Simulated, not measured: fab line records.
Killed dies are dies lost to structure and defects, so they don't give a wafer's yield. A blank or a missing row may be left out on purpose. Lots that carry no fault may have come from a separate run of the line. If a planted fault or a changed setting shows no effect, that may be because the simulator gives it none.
Lot-split experiment	flow n5Finfet	7 lots, 21 wafers read, on a route of 1938 steps

== ON THE SPLIT ==
At N5_GATE_CUT_EXPOSE_10 (exposes mask GATE CUT, target cd 20 nm), the setting doseMj was moved away from the recipe's 43.25 on 4 of the 21 wafers read, by -7.4% to +7.1%. The other wafers ran this setting at the recipe's value.

== FROM THE SPLIT TO THE READING: what the file shows between them, 2 steps ==
- N5_GATE_CUT_PEB_11: peb time 60 s
- N5_GATE_CUT_DEVELOP_12: develop time 30 s

== THE READING ==
Shown in nm: cdNm at N5_GATE_CUT_CD_MEAS_13, with target cd 20 nm. A value of 20.03 nm with a standard deviation of 0.23 nm is what fault-free wafers of this fab line usually give.

wafer	tool, chamber at the split	doseMj as run	against the recipe	cdNm, nm	against lot-mates on the recipe
L076.3	euvScanner-02, 0	43.25	recipe	20.29	-
L076.4	euvScanner-02, 0	43.25	recipe	20.13	-
L076.6	euvScanner-02, 0	43.25	recipe	20.20	-
L077.3	euvScanner-02, 0	43.25	recipe	20.27	-
L077.5	euvScanner-02, 0	43.25	recipe	19.95	-
L077.6	euvScanner-02, 0	40.04	-7.4%	18.52	-1.59
L078.4	euvScanner-01, 0	43.25	recipe	20.17	-
L078.5	euvScanner-01, 0	43.25	recipe	20.40	-
L078.6	euvScanner-01, 0	43.25	recipe	20.37	-
L082.2	euvScanner-01, 0	46.31	+7.1%	21.48	+0.89
L082.4	euvScanner-01, 0	43.25	recipe	20.59	-
L082.6	euvScanner-01, 0	46.31	+7.1%	21.43	+0.84
L083.3	euvScanner-01, 0	43.25	recipe	20.34	-
L083.5	euvScanner-01, 0	43.25	recipe	19.92	-
L083.6	euvScanner-01, 0	43.25	recipe	20.00	-
L090.3	euvScanner-01, 0	43.25	recipe	20.31	-
L090.4	euvScanner-01, 0	43.25	recipe	20.35	-
L090.6	euvScanner-01, 0	43.25	recipe	20.26	-
L094.2	euvScanner-02, 0	44.28	+2.4%	20.18	-0.20
L094.3	euvScanner-02, 0	43.25	recipe	20.58	-
L094.4	euvScanner-02, 0	43.25	recipe	20.19	-

FIT RESULTS
A straight line over all 21 wafers: cdNm changes by +0.188 nm for each +1% of doseMj; r = +0.92; the points scatter about the line by 0.22 nm.
The same after taking each lot's own level away (the mean of its wafers on the recipe; 21 wafers): +0.15 nm for each +1%; r = +0.90; scatter 0.21 nm.
That fit puts the effect of the largest move of doseMj on the reading at 1.1 nm.
From 20.087 to 20.590 nm: that is the span of the lots' own levels, equal to 2.2 times the standard deviation above.
So the slope is not independent of the lot-to-lot level: the two fits are not the same.
Check: -0.863 nm against its lot-mates is what the line predicts for one of the wafers moved furthest among these (-7.4%) when that wafer is left out of the fit. It came out at -1.59 nm against them.

== FURTHER SPLITS ON THESE WAFERS ==
These wafers also went through other splits before the reading. Each is held against what the fit with the lots' levels taken away leaves over:
other split on the same wafers	wafers away from the commonest value	r with cdNm (lot level and that fit taken away)
N5_SD_EPI_P_EPI_21 tempC	3	-0.13
N5_SD_ACTIVATION_LSA_01 tempC	3	+0.26
N5_SDB_ETCH_25 timeS	7	+0.25
N5_SDB_ALD_29 aldCycles	8	+0.18
N5_HKMG_FIN_ETCH_35 sourceW	6	+0.25

== THE WHOLE CHAIN: every reading that the file lists as answering this split, in the file's order ==
step	what it does	reading	change (the file's fit)	r (the file's)
N5_GATE_CUT_CD_MEAS_13	target cd 20 nm	cdNm	+0.157 nm for each +1% of the setting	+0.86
N5_GATE_CUT_DESCUM_18	chemistry O2, time 7 s	GATE_CUT.cdNm (the simulator's own value, which no gauge read)	+0.25 nm for each +1% of the setting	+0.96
N5_GATE_CUT_ETCH_28	etches underlayer in N2/H2, target depth 13 nm, time 10.4 s	GATE_CUT.cdNm (the simulator's own value, which no gauge read)	+0.245 nm for each +1% of the setting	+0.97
N5_GATE_CUT_ETCH_36	etches SiARC in CF4, target depth 13 nm, time 21.7 s	GATE_CUT.cdNm (the simulator's own value, which no gauge read)	+0.256 nm for each +1% of the setting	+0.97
N5_GATE_CUT_ETCH_37	etches SOC in N2/H2, target depth 60 nm, overetch 12 nm, time 90 s	GATE_CUT.cdNm (the simulator's own value, which no gauge read)	+0.229 nm for each +1% of the setting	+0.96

== THE FILE'S OWN FIT ==
cdNm changes by +0.157 nm for each +1% of doseMj, r = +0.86.
